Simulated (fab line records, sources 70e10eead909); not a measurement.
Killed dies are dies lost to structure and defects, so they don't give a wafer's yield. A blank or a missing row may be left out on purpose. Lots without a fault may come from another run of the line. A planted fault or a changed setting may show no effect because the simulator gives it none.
A struck lot beside a sound one | flow nand_harc | 41 steps out of a route of 1302
Sound: wafers L780.2, L780.5, L780.6. Struck: wafer L783.1. (L783.2, L783.3 of the same lot were not struck and are left out.) The cause comes at the end.
At each step with rows: each side's tool, then ch and its chambers, then its first start. Under that, the readings that differ: sound wafers | struck wafers | difference of the means | sigmas: that difference in standard deviations of wafers without a fault.
alike: readings whose means differ by less than 2 such deviations, and words and numbers that are the same on both sides. not compared: withheld readings, readings that some wafer has no value for, bounds like >300 that may hide the same value, and numbers for which the record gives no deviation and whose values overlap.
The two part at a step that has a row with sigmas, a row that says differs or no value, or rows on one side only. Numbers that don't overlap but have no deviation are shown without sigmas and don't part them. A reading that every wafer of one side lacks parts them only if that side has two wafers or more.

first, 5 steps without rows for these wafers: NHARC_A_STAIRCASE_SRD_154; NHARC_A_STAIRCASE_ETCH_403 (etches SiO2 in dHF, target depth 108.2 nm); NHARC_A_STAIRCASE_ETCHBACK_422 (etches the open film in CH3F/O2, target depth 40 nm, time 74.286 s); NHARC_A_STAIRCASE_ETCH_423 (etches SiO2 in dHF, target depth 30 nm); NHARC_A_STAIRCASE_ETCHBACK_157 (etches the open film in CH3F/O2, target depth 90 nm, time 167.14 s).
NHARC_A_STAIRCASE_STRIP_475: strips in O2, time 20 s.
  sound on rie_diel-10 ch 1,2,3; struck on rie_diel-10 ch 3
  alike: drypump_motor_current_A, oes_product_au, rf_vpp_V, showerhead_plenum_p_Torr, throttle_valve_pct
  not compared: rf_hours_counter_h
then, 3 steps without rows for these wafers: NHARC_A_STAIRCASE_DEP_471 (deposits SiO2, target thk 100 nm); NHARC_A_STAIRCASE_CMP_472 (polishes SiO2); NHARC_A_STAIRCASE_SRD_474.
NHARC_A_STAIRCASE_INSPECT_155:
  sound on defect_inspect-01, day 24 19:14; struck on defect_inspect-02, day 25 08:48
  alike: raw_defect_count
NHARC_A_SGD_CUT_DEP_00: deposits SiNx, target thk 50 nm.
  sound on pecvd-04 ch 0,2, day 24 19:21; struck on pecvd-01 ch 0, day 25 08:52
  alike: heater_power_w
then, 10 steps without rows for these wafers: NHARC_A_SGD_CUT_DEHYDRATE_01 (time 120 s); NHARC_A_SGD_CUT_HMDS_02 (time 30 s); NHARC_A_SGD_CUT_COAT_56 (time 75 s); NHARC_A_SGD_CUT_COAT_57 (time 65 s); NHARC_A_SGD_CUT_COAT_03 (resist thk 90 nm); NHARC_A_SGD_CUT_SOFTBAKE_04 (time 55 s); NHARC_A_SGD_CUT_EBR_05; NHARC_A_SGD_CUT_EXPOSE_06 (exposes mask SGD); NHARC_A_SGD_CUT_PEB_07 (peb time 65 s); NHARC_A_SGD_CUT_DEVELOP_08 (develop time 35 s).
NHARC_A_SGD_CUT_CD_MEAS_09: target cd 100 nm.
  sound on cd_sem-02 ch 0, day 24 20:07; struck on cd_sem-03 ch 0, day 25 09:35
  alike: cd_nm
NHARC_A_SGD_CUT_OVL_MEAS_10:
  sound on overlay-02, day 24 20:12; struck on overlay-01, day 25 09:41
  alike: overlay_x_nm, overlay_y_nm
NHARC_A_SGD_CUT_INSPECT_11:
  sound on defect_inspect-01, day 24 20:16; struck on defect_inspect-02, day 25 09:43
  alike: raw_defect_count
then, 1 step without rows for these wafers: NHARC_A_SGD_CUT_DESCUM_14 (chemistry O2, time 3 s).
NHARC_A_SGD_CUT_ETCH_58: etches the open film in CF4, target depth 39 nm, time 65 s.
  sound on rie_diel-08 ch 1,2,3, day 24 20:25; struck on rie_diel-08 ch 2, day 25 09:52
  alike: drypump_motor_current_A, oes_product_au, rf_vpp_V, showerhead_plenum_p_Torr, throttle_valve_pct
  not compared: rf_hours_counter_h
then, 1 step without rows for these wafers: NHARC_A_SGD_CUT_ETCH_59 (etches the open film in N2/H2, target depth 260 nm, time 406.25 s).
NHARC_A_SGD_CUT_ETCH_15: etches the open film in CH3F/O2, target depth 75 nm, time 64.3 s.
  sound on rie_diel-08 ch 0,1; struck on rie_diel-08 ch 2
  alike: drypump_motor_current_A, oes_product_au, rf_vpp_V, showerhead_plenum_p_Torr, throttle_valve_pct
  not compared: rf_hours_counter_h
NHARC_A_SGD_CUT_ETCH_16: etches the open film in C4F8/O2/Ar, target depth 310.5 nm, time 155.2 s.
  sound on rie_diel-08 ch 0,1,3; struck on rie_diel-08 ch 1
  alike: oes_product_au, rf_vpp_V
  not compared: rf_hours_counter_h
then, 6 steps without rows for these wafers: NHARC_A_SGD_CUT_STRIP_60 (strips in C4F8/O2/Ar); NHARC_A_SGD_CUT_STRIP_17 (strips in O2); NHARC_A_SGD_CUT_PRECLEAN_18 (cleans in SC1); NHARC_A_SGD_CUT_SRD_19; NHARC_A_SGD_CUT_DEP_20 (deposits SiO2, target thk 150 nm); NHARC_A_SGD_CUT_ANNEAL_27 (time 1800 s).
NHARC_A_SGD_CUT_CMP_21: polishes, target thk 148.19 nm.
  sound on cmp-02 ch 0,2,3, day 25 04:06; struck on cmp-03 ch 1, day 25 15:32
  alike: motor_current_A, time_to_endpoint_s
NHARC_A_SGD_CUT_THK_MEAS_22: measures by ellipsometry.
  sound on film_metro-02, day 25 04:17; struck on film_metro-01, day 25 15:47
  alike: thk_nm
then, 3 steps without rows for these wafers: NHARC_A_SGD_CUT_SRD_23; NHARC_A_SGD_CUT_ETCH_26 (etches SiO2 in dHF, target depth 45.8 nm); NHARC_A_SGD_CUT_ETCHBACK_24 (etches the open film in CH3F/O2, target depth 50 nm, time 92.857 s).
-- the record jumps here: 6 days lie between the struck wafers' starts before and after (it left off in module A_SGD_CUT and takes up again in module END, whose first step shown is number 1302 of the route) --
NHARC_END_SORT_01:
  the record has rows for the struck wafers here (prober-02 ch 0, day 31 15:59) and none for the sound ones

WHERE THEY PART
Only at NHARC_END_SORT_01, within this record.

WHY: what the simulator had put in
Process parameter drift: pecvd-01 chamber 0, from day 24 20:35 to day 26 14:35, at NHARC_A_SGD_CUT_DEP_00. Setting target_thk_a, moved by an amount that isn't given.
